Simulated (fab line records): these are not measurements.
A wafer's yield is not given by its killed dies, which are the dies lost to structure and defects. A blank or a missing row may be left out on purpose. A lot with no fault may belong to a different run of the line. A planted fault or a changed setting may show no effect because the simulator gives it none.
fab line records ; flow n5Finfet
record: lots: 4; wafers: 12; lastDay: 18
route steps=1938 shown BEOL_M7@1299 PASSIVATION@1936
lots that met no fault: taken from a fault-free run of the same line
startH: start of the lot's first displayed wafer, in hours after the record's first day ; waitH: hours since the lot's step before ; " the same as in the row above ; L1.1+2: several wafers, shown together as one row ; - no value, or no start given ; * or withheld: withheld ; < > ~ a bound
route shown NAME@n: NAME is a module with steps in the file, n the number in the route of the first one ; usual: mean/standard deviation of fault-free wafers ; same: alike in all rows ; chamber/n: place in a boat ; sites: each site's reading ; _std_site: standard deviation of those values ; _edge_site: the outer-site mean with the inner-site mean subtracted ; radiusMm: for every site, how far away it sits from the centre of the wafer ; mask NAME#n: copy n ; behind: the most recent tool/chamber to have shaped the wafer ; hold: cause of the lot's hold/its duration in hours/its outcome ; device: names the non-switching transistor (n, p or np) ; end of line: tests of these same wafers at the route's end ; a step without rows: its recipe alone ; killed: count of dies lost to structure and defects at first sort (not the wafer's yield) ; map: dies across one wafer; x = killed, . = not, _ = none there
set.NAME: the setting as run; set.NAME@STEP: as run at that earlier step ; model.NAME: the simulator's own value behind a step, which no gauge read
lots at some steps of the route; a table a step, a row a wafer
services: a tool's chamber out of use, with start hour (startH, from the record's first day; less than 0 if before it), hours out, and reason
== steps ==
step: N5_BEOL_M7_DESCUM_33
recipe: chemistry: O2; timeS: 7; sourcePowerW: 50; biasPowerW: 20; pressureMtorr: 20; rfFrequencyHz: 2.712e+07; tempC: 40; resist: CAR-EUV; o2FlowSccm: 225
step: N5_BEOL_M7_ETCH_72
recipe: chemistry: N2/H2; target: underlayer; targetDepthA: 65; maskMaterial: CAR-EUV; timeS: 5.2; ionEnergyEv: 200; pressureMtorr: 30; sourceW: 840; biasW: 150; n2FlowSccm: 200; h2FlowSccm: 200; ends: cleared
step: N5_BEOL_M7_ETCH_65
recipe: chemistry: CF4; target: SiARC; targetDepthA: 156; maskMaterial: CAR-EUV; timeS: 26; ionEnergyEv: 80; pressureMtorr: 40; sourceW: 545; biasW: 36; Ar_flow_sccm: 100; cf4FlowSccm: 100; ends: cleared
step: N5_BEOL_M7_ETCH_66
recipe: chemistry: N2/H2; target: SOC; targetDepthA: 800; overetchA: 160; maskMaterial: SiARC; tempC: 40; timeS: 120; ionEnergyEv: 200; pressureMtorr: 30; sourceW: 840; biasW: 150; n2FlowSccm: 200; h2FlowSccm: 200
step: N5_BEOL_M7_STRIP_69
recipe: chemistry: N2/H2; tempC: 40; n2FlowSccm: 200; h2FlowSccm: 200; rfFrequencyHz: 6e+07
step: N5_BEOL_M7_STRIP_73
recipe: chemistry: N2/H2; tempC: 40; n2FlowSccm: 200; h2FlowSccm: 200; rfFrequencyHz: 6e+07
step: N5_BEOL_M7_VIA_ETCH_34
recipe: chemistry: C4F6/O2; target: SiCOH_lowk; targetDepthA: 1255; maskMaterial: SOC; taperDeg: 4; timeS: 50.5; ionEnergyEv: 250; pressureMtorr: 30; sourceW: 345; biasW: 185; Ar_flow_sccm: 300; C4F6_flow_sccm: 10; O2_flow_sccm: 10
step: N5_BEOL_M7_STRIP_76
recipe: chemistry: C4F6/O2; resist: SiARC; rfFrequencyHz: 6e+07
step: N5_BEOL_M7_STRIP_36
recipe: chemistry: N2/H2; powerW: 450; tempC: 40; pressureMtorr: 20; rfFrequencyHz: 6e+07; overashFraction: 0.3; biasPowerW: 7; h2Frac: 0.5; n2FlowSccm: 200; h2FlowSccm: 200
step: N5_BEOL_M7_TRENCH_ETCH_37
recipe: chemistry: C4F6/O2; targetDepthA: 934.78; target: SiCOH_lowk; timeS: 31.2; ionEnergyEv: 250; pressureMtorr: 30; sourceW: 345; biasW: 185; Ar_flow_sccm: 300; C4F6_flow_sccm: 10; O2_flow_sccm: 10
usual: biasW: 185.1/0.57; drypumpMotorCurrentA: 5.8/0.37; oes_ar_750_au: 0.83/0.068; oes_o_777_au: 0.83/0.065; oesProductAu: 0.83/0.072; rfFwdPowerW: 339.7/1.6; rfVppV: 662/8; showerheadPlenumPTorr: 2.86/0.089; throttleValvePct: 20.88/0.21
lot.wafer;tool;chamber;startH;waitH;biasW;drypumpMotorCurrentA;oes_ar_750_au;oes_o_777_au;oesProductAu;rfFwdPowerW;rfHoursCounterH;rfVppV;showerheadPlenumPTorr;throttleValvePct;model.etch.depthNm;model.BEOL_M7.featureDepthNm;model.TiN_of_BEOL_M7_HM_DEP_02.thkNm
L897.2;rieDiel-01;3;219.75;-;185.9;6.1;0.89;0.89;0.89;338.7;42;653;2.89;20.73;94.33;94.4;17.2
L897.4;rieDiel-01;1;219.75;-;184.2;5.6;0.70;0.71;0.70;338.9;248;659;2.69;21.20;91.88;91.8;17.2
L897.6;rieDiel-01;0;219.75;-;185.8;5.4;0.89;0.89;0.90;339.3;-;659;2.80;20.94;94.44;94.4;17.2
L903.1;rieDiel-01;2;286.32;-;159.4;5.7;0.77;0.77;0.76;342.8;99;595;2.87;21.14;87.93;88;18
L903.2;rieDiel-01;3;286.32;-;158.1;6.1;0.85;0.86;0.83;340.6;59;577;2.88;20.75;89.83;89.8;17.6
L903.6;rieDiel-01;2;286.32;-;159.6;5.7;0.77;0.77;0.77;341.7;-;595;2.87;21.15;88.18;88.2;17.8
L904.3;rieDiel-01;0;322.68;-;158.0;5.4;0.84;0.83;0.84;338.3;50;583;2.79;20.97;91.73;91.8;17.4
L904.5;rieDiel-01;1;322.68;-;157.6;5.7;0.91;0.90;0.89;340.8;-;592;3.02;20.87;90.03;90;17.8
L904.6;rieDiel-01;0;322.68;-;157.3;5.4;0.84;0.83;0.83;339.1;-;582;2.79;20.98;90.71;90.8;17.6
L906.1;rieDiel-03;2;342.28;-;184.0;5.9;0.78;0.80;0.79;341.0;100;656;2.87;20.97;93.91;94;17.2
L906.5;rieDiel-03;3;342.28;-;185.6;6.2;0.77;0.77;0.77;338.9;-;657;2.73;20.78;93.31;93.4;17.4
L906.6;rieDiel-03;0;342.28;-;184.9;6.0;0.82;0.82;0.82;340.4;-;671;2.77;21.14;93.82;93.8;17.2
step: N5_BEOL_M7_ETCH_41
recipe: chemistry: CH3F/O2; target: SiCN; targetDepthA: 319; taperDeg: 2; timeS: 57.8; ionEnergyEv: 120; maskMaterial: TiN; pressureMtorr: 30; sourceW: 395; biasW: 75; Ar_flow_sccm: 150; CH3F_flow_sccm: 30; O2_flow_sccm: 20
step: N5_BEOL_M7_STRIP_80
recipe: chemistry: N2/H2; timeS: 10; powerW: 450; tempC: 40; pressureMtorr: 20; rfFrequencyHz: 6e+07; biasPowerW: 7; n2FlowSccm: 200; h2FlowSccm: 200
step: N5_BEOL_M7_OCD_MEAS_38
usual: trenchDepthNm: 93.5/1.1
lot.wafer;tool;chamber;startH;waitH;trenchDepthNm
L897.2;ocd-02;-;219.91;-;94.1
L897.4;ocd-02;-;219.91;-;91.9
L897.6;ocd-02;-;219.91;-;94.5
L903.1;ocd-01;-;286.48;-;88.0
L903.2;ocd-01;-;286.48;-;90.1
L903.6;ocd-01;-;286.48;-;88.9
L904.3;ocd-02;-;322.84;-;91.8
L904.5;ocd-02;-;322.84;-;90.0
L904.6;ocd-02;-;322.84;-;90.3
L906.1;ocd-01;-;342.44;-;94.2
L906.5;ocd-01;-;342.44;-;93.1
L906.6;ocd-01;-;342.44;-;93.8
step: N5_BEOL_M7_HM_STRIP_39
recipe: chemistry: peroxideTinStrip; material: TiN; targetDepthA: 250; tempC: 50; timeS: 158
step: N5_BEOL_M7_SRD_40
recipe: timeS: 30; tempC: 23; rinseLiquid: diw; dry: ipaMarangoni
step: N5_BEOL_M7_PRECLEAN_42
recipe: chemistry: residueRemover; timeS: 60; tempC: 40
step: N5_BEOL_M7_SRD_43
recipe: timeS: 30; tempC: 23; rinseLiquid: diw; dry: ipaMarangoni
step: N5_BEOL_M7_CURE_75
recipe: tempC: 370; timeS: 120; ambient: DMADMS/He; material: SiCOH_lowk
step: N5_BEOL_M7_DEGAS_44
recipe: ambient: vacuum; tempC: 250; timeS: 60
step: N5_BEOL_M7_PRE_CLEAN_45
recipe: gas: H2/He; timeS: 30; tempC: 250
step: N5_BEOL_M7_ALD_77
recipe: material: TaN; targetThkA: 20; tempC: 275; aldPrecursorFamily: PDMAT; aldCoReactant: NH3; pressureTorr: 3; carrierFlowSccm: 1500; pulseTimeS: 2; purgeTimeS: 3; coReactantPurgeTimeS: 2; coReactantPulseTimeS: 3; aldCycles: 40; precursorVesselTempC: 75; precursorVesselPressureTorr: 26.25; precursorVesselCarrierSccm: 1000
step: N5_BEOL_M7_SURFACE_TREAT_79
recipe: gas: Ar; timeS: *; ionEnergyEv: *; ionCurrentMaCm2: 0.5; pressureMtorr: *; arFlowSccm: 30
step: N5_BEOL_M7_CVD_78
recipe: material: Co; targetThkA: 20; tempC: withheld; precursor: CCTBA/H2; pressureTorr: 30; timeS: 142.3
step: N5_BEOL_M7_SPUTTER_48
recipe: material: Cu; targetThkA: 100; tempC: -20; biasV: 60; powerW: 26000; chamberPressurePa: 0.13; timeS: 1.667
step: N5_BEOL_M7_ECD_50
recipe: material: Cu; targetThkA: 3000
step: N5_BEOL_M7_ANNEAL_51
recipe: tempC: 225; timeS: 90; ambient: N2
step: N5_BEOL_M7_CMP_52
recipe: stopOn: SiCOH_lowk; tOverpolishS: 6.9; downForcePsi: 1; platenRpm: 50; clearingPlatenDownForcePsi: 1.5; clearingPlatenRpm: 50; postCmpClean: cuAlkaline; targetThkNm: 80; clearingPlatenPadVelocityMS: 0.99484; padVelocityMS: 0.99484
usual: barrierFieldEndpointS: 29.0/0.64; motorCurrentA: 6.0/0.66; overpolishRunS: 6.900/0.0085; timeToEndpointS: 63/3.6
lot.wafer;tool;chamber;startH;waitH;barrierFieldEndpointS;motorCurrentA;overpolishRunS;timeToEndpointS;model.Cu_of_BEOL_M7_ECD_50.thkNm
L897.4;cmp-01;0;221.67;0.2;29.0;6.3;6.900;63;79
L897.2;cmp-01;1;221.67;0.2;28.7;5.0;6.897;61;81.6
L897.6;cmp-01;3;221.67;0.2;29.3;6.6;6.902;64;83
L903.1;cmp-02;0;288.78;0.3;28.9;6.1;6.888;63;74.2
L903.2;cmp-02;1;288.78;0.3;29.9;6.2;6.907;66;76.8
L903.6;cmp-02;1;288.78;0.3;30.1;6.2;6.884;66;75.6
L904.3;cmp-01;0;324.55;0.2;28.5;6.4;6.908;63;79
L904.6;cmp-01;0;324.55;0.2;29.3;6.3;6.916;62;77.2
L904.5;cmp-01;1;324.55;0.2;29.2;4.7;6.892;60;75.4
L906.1;cmp-01;3;346.03;0.3;29.4;6.8;6.895;67;82.8
L906.6;cmp-01;2;346.03;0.3;29.9;7.1;6.904;66;81.4
L906.5;cmp-01;3;346.03;0.3;29.8;6.7;6.888;67;81.2
step: N5_PASSIVATION_PROBE_49
usual: defectLimitedYield: 91.4/1.2; killed_at_M0_to_M3: 34/10; killed_at_M4_up: 14/5.1; killedAtContacts: 12/6.4; killedAtFrontEnd: 38/9.3; killedAtOther: 4/3; killedDies: 102/15; killedOnRim: 13/3.6; killedOpen: 67/12; killedShort: 33/6.9; sort_bin_5_function: 5.0/0.86; sort_bin_6_memory: 3.2/0.58; sort_bin_8_speed: 0.00/0.0099; sortNPass: 1078/15; sortYieldPct: 91.4/1.2
same: grossDies: 1180; killedAtBackSide: 0; sort_bin_4_leakage[%]: 0
lot.wafer;tool;chamber;startH;waitH;defectLimitedYield[%];killed_at_M0_to_M3;killed_at_M4_up;killedAtContacts;killedAtFrontEnd;killedAtOther;killedDies;killedOnRim;killedOpen;killedShort;sort_bin_5_function[%];sort_bin_6_memory[%];sort_bin_8_speed[%];sortNPass;sortYieldPct[%]
L903.1;prober-01;-;358.31;0.0;90.4;44;16;18;31;4;113;18;67;46;5.8;3.3;0;1067;90.4
L903.2;prober-01;-;358.36;0.1;90.0;38;26;5;44;5;118;17;82;34;6.2;3.6;0;1062;90.0
L903.6;prober-01;-;358.56;0.3;91.4;27;25;5;44;1;102;14;58;39;4.8;3.1;0;1078;91.4
L904.3;prober-01;-;388.63;0.1;90.6;30;13;15;49;4;111;14;72;37;4.9;3.6;0;1069;90.6
L904.5;prober-01;-;388.73;0.2;92.3;32;15;16;28;0;91;12;64;25;4.0;3.4;0;1089;92.3
L904.6;prober-01;-;388.78;0.3;93.4;25;15;19;19;0;78;18;55;21;4.1;2.2;0;1102;93.4
L906.1;prober-02;-;422.19;0.4;93.1;29;13;11;19;9;81;9;49;28;4.2;2.5;0;1099;93.1
L906.5;prober-02;-;422.39;0.6;92.6;31;9;6;36;5;87;14;57;26;3.9;3.2;0;1093;92.6
L906.6;prober-02;-;422.44;0.6;92.5;27;13;5;36;8;89;15;53;35;4.2;2.9;0;1091;92.5
killed by level:class
L903.1 MOL_CONTACT_COAG:geometricParticle:open=13 BEOL_M0_SAQP:geometricParticle:open=12 BEOL_M0_SAQP:geometricParticle:short=11 BEOL_M4:geometricParticle:open=8 STI_FIN_REVEAL:geometricParticle:open=6 MOL_CONTACT_COAG:geometricParticle:short=5 BEOL_M2:geometricParticle:open=5 BEOL_M5:geometricParticle:open=5
L903.2 BEOL_M0_SAQP:geometricParticle:open=15 BEOL_M0_SAQP:geometricParticle:short=12 DUMMY_GATE:geometricParticle:open=11 BEOL_M4:geometricParticle:open=11 STI_FIN_REVEAL:geometricParticle:open=9 FIN_SAQP:geometricParticle:short=5 STARTING-WAFER:geometricParticle:open=5 FIN_SAQP:geometricParticle:open=4
L903.6 GATE_CUT:geometricParticle:short=10 STI_FIN_REVEAL:geometricParticle:open=8 BEOL_M0_SAQP:geometricParticle:open=8 BEOL_M0_SAQP:geometricParticle:short=6 BEOL_M4:geometricParticle:open=6 BEOL_M5:geometricParticle:open=6 DUMMY_GATE:geometricParticle:open=5 BEOL_M3:geometricParticle:open=5
L904.3 FIN_SAQP:geometricParticle:short=15 STI_FIN_REVEAL:geometricParticle:open=13 MOL_CONTACT_COAG:geometricParticle:open=12 FIN_SAQP:geometricParticle:open=10 BEOL_M2:geometricParticle:open=7 BEOL_M0_SAQP:geometricParticle:open=6 BEOL_M4:geometricParticle:open=6 BEOL_M1:geometricParticle:open=5
L904.5 MOL_CONTACT_COAG:geometricParticle:open=9 FIN_SAQP:geometricParticle:open=8 MOL_CONTACT_COAG:geometricParticle:short=7 BEOL_M0_SAQP:geometricParticle:open=7 BEOL_M4:geometricParticle:open=7 BEOL_M0_SAQP:geometricParticle:short=5 BEOL_M1:geometricParticle:open=5 BEOL_M2:geometricParticle:open=5
L904.6 MOL_CONTACT_COAG:geometricParticle:open=16 BEOL_M0_SAQP:geometricParticle:open=8 BEOL_M3:geometricParticle:open=6 BEOL_M0_SAQP:geometricParticle:short=5 FIN_SAQP:geometricParticle:open=3 GATE_CUT:geometricParticle:open=3 GATE_CUT:geometricParticle:short=3 MOL_CONTACT_COAG:geometricParticle:short=3
L906.1 MOL_CONTACT_COAG:geometricParticle:open=10 BEOL_M0_SAQP:geometricParticle:open=8 BEOL_M0_SAQP:geometricParticle:short=6 STI_FIN_REVEAL:geometricParticle:open=5 BEOL_M2:geometricParticle:open=5 DUMMY_GATE:geometricParticle:open=4 GATE_CUT:geometricParticle:short=3 BEOL_M4:geometricParticle:open=3
L906.5 FIN_SAQP:geometricParticle:open=7 BEOL_M2:geometricParticle:open=7 BEOL_M0_SAQP:geometricParticle:short=6 BEOL_M0_SAQP:geometricParticle:open=6 BEOL_M3:geometricParticle:open=6 GATE_CUT:geometricParticle:open=5 GATE_CUT:geometricParticle:short=5 MOL_CONTACT_COAG:geometricParticle:open=4
L906.6 FIN_SAQP:geometricParticle:open=8 BEOL_M4:geometricParticle:open=7 BEOL_M1:geometricParticle:open=6 FIN_SAQP:geometricParticle:short=5 BEOL_M0_SAQP:geometricParticle:short=5 BEOL_M0_SAQP:geometricParticle:open=5 DUMMY_GATE:geometricParticle:open=4 GATE_CUT:geometricParticle:short=4
== services ==
tool;chamber;startH;hours;kind
rieDiel-01;2;208.89;1.8;repair
cmp-02;-;215.05;3.4;repair
rieDiel-01;-;225.35;2.8;pm
rieDiel-01;1;228.66;-;clean
rieDiel-01;1;228.66;-;consumableReplace:focusRing
rieDiel-01;1;228.66;-;consumableReplace:showerhead
rieDiel-01;1;228.66;18.6;scheduledDown
rieDiel-01;1;228.66;18.6;ventCycle
cmp-02;-;230.85;4.1;repair
rieDiel-01;2;254.21;11.8;repair
cmp-02;-;255.54;4.1;repair
cmp-01;-;278.77;2.6;repair
cmp-02;-;291.63;4.0;pm
rieDiel-03;1;291.71;-;clean
rieDiel-03;1;291.71;-;consumableReplace:focusRing
rieDiel-03;1;291.71;26.1;scheduledDown
rieDiel-03;1;291.71;26.1;ventCycle
cmp-02;-;295.63;-;consumableReplace:conditioner
cmp-02;-;295.63;-;consumableReplace:pad
cmp-02;-;295.98;4.2;pm
cmp-01;-;298.90;1.8;repair
cmp-02;-;303.40;0.6;repair
rieDiel-01;0;323.77;1.3;repair
== key ==
firstSign: step: N5_BEOL_M7_TRENCH_ETCH_37; reading: biasW; direction: down; sigmas: 47; usual: *; struck: *
effect: step: N5_BEOL_M7_TRENCH_ETCH_37; reading: rfVppV; direction: down; sigmas: 9.5; usual: 662; struck: 587
effect: step: N5_BEOL_M7_OCD_MEAS_38; reading: trenchDepthNm; direction: down; sigmas: 3.3; usual: 93.5; struck: 89.8
modelEffect: step: N5_BEOL_M7_TRENCH_ETCH_37; value: etch.depthNm; without: 94.21; struck: 89.73
modelEffect: step: N5_BEOL_M7_CMP_52; value: Cu_of_BEOL_M7_ECD_50.thkNm; without: 80.87; struck: 76.37
metAt N5_BEOL_M7_TRENCH_ETCH_37
struckWafers L903.1,L903.2,L903.6,L904.3,L904.5,L904.6
onsetBetween 219.75 286.32
fault: kind: processParameterDrift; tool: rieDiel-01; chamber: -; onsetH: 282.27; steps: N5_BEOL_M7_TRENCH_ETCH_37; channel: biasW; offset: *; shape: step; endH: 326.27; actsIn: *; stated: *
